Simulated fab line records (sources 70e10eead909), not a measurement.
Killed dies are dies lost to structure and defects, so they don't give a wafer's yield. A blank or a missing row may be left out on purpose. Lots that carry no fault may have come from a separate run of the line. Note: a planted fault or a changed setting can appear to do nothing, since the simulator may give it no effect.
Chamber matching || flow nand_harc || NHARC_A_M1_PRE_CLEAN_32 on pecvd-03 has 3 sister chambers
The step time 12 s. 3 wafers are shown with their chamber, then 7 later ones without.

## EACH WAFER AND ITS CHAMBER
{"wafer": "L521.4", "chamber": 1, "heater_power_w (W)": 691}
{"wafer": "L530.2", "chamber": 2, "heater_power_w (W)": 588}
{"wafer": "L530.3", "chamber": 0, "heater_power_w (W)": 593}

## WAFERS MISSING THEIR CHAMBER
{"wafer": "L530.6", "heater_power_w (W)": 585}
{"wafer": "L531.4", "heater_power_w (W)": 554}
{"wafer": "L531.5", "heater_power_w (W)": 523}
{"wafer": "L531.6", "heater_power_w (W)": 602}
{"wafer": "L534.2", "heater_power_w (W)": 674}
{"wafer": "L534.3", "heater_power_w (W)": 526}
{"wafer": "L534.6", "heater_power_w (W)": 687}

## CHAMBER TAKEN BY EACH
{"wafer": "L530.6", "from the rows above": "can't be placed: 2 or 0", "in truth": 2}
{"wafer": "L531.4", "from the rows above": "can't be placed: 2 or 0", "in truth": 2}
{"wafer": "L531.5", "from the rows above": "can't be placed: 2 or 0", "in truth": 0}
{"wafer": "L531.6", "from the rows above": "can't be placed: 0 or 2", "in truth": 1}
{"wafer": "L534.2", "from the rows above": "can't be placed: 1 or 0 or 2", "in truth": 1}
{"wafer": "L534.3", "from the rows above": "can't be placed: 2 or 0", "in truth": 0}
{"wafer": "L534.6", "from the rows above": 1, "in truth": 1}
1 of 7 placed correctly. Can't be placed from these rows: 6 (the true chamber is among the candidates in 5). 0 placed wrongly.
How it was worked out, from the rows above alone: a wafer's distance from a chamber is the root of the sum, over the readings, of the square of ((its reading less the chamber's mean) divided by the reading's scatter). The wafer belongs to the nearest chamber; if the next one is less than 2 further off, it can't be placed. For every chamber, the mean is computed from those of its wafers that are shown. The scatter: with one shown wafer a chamber, the root of the mean of the squares of how far each hidden wafer lies from its nearest shown one.
